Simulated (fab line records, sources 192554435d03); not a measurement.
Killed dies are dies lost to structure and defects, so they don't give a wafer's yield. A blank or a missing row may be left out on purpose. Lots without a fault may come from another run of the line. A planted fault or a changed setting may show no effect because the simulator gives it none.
Chamber matching | flow n5_finfet | N5_BEOL_M0_SAQP_HM_DEP_111 on pecvd-02: 3 sister chambers
The step deposits SiO2 from SiH4/N2O, target thk 12 nm, time 7.2 s. 3 wafers are shown with their chamber, then 10 later ones without.

WAFERS WITH THEIR CHAMBER
wafer  | chamber | showerhead_plenum_p_Torr (Torr)
L083.2 | 0       | 8.05
L084.1 | 2       | 8.29
L084.4 | 1       | 8.28

WAFERS WITHOUT THEIR CHAMBER
wafer  | showerhead_plenum_p_Torr (Torr)
L084.5 | 8.28
L090.1 | 8.30
L090.4 | 8.28
L090.5 | 8.07
L091.1 | 8.26
L091.4 | 8.26
L091.5 | 8.04
L094.1 | 8.27
L094.5 | 8.27
L094.6 | 8.05

WHICH CHAMBER EACH WENT THROUGH
wafer  | from the rows above     | in truth
L084.5 | can't be placed: 1 or 2 | 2
L090.1 | can't be placed: 2 or 1 | 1
L090.4 | can't be placed: 1 or 2 | 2
L090.5 | 0                       | 0
L091.1 | can't be placed: 1 or 2 | 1
L091.4 | can't be placed: 1 or 2 | 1
L091.5 | 0                       | 0
L094.1 | can't be placed: 1 or 2 | 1
L094.5 | can't be placed: 1 or 2 | 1
L094.6 | 0                       | 0
Placed correctly: 3 of 10. Can't be placed from these rows: 7 (the true chamber is among the candidates in 7). Placed wrongly: 0.
How it was worked out, from the rows above alone: a wafer's distance from a chamber is the root of the sum, over the readings, of the square of ((its reading less the chamber's mean) divided by the reading's scatter). The wafer belongs to the nearest chamber; if the next one is less than 2 further off, it can't be placed. A chamber's mean is the mean of its shown wafers. The scatter: with one shown wafer a chamber, the root of the mean of the squares of how far each hidden wafer lies from its nearest shown one.
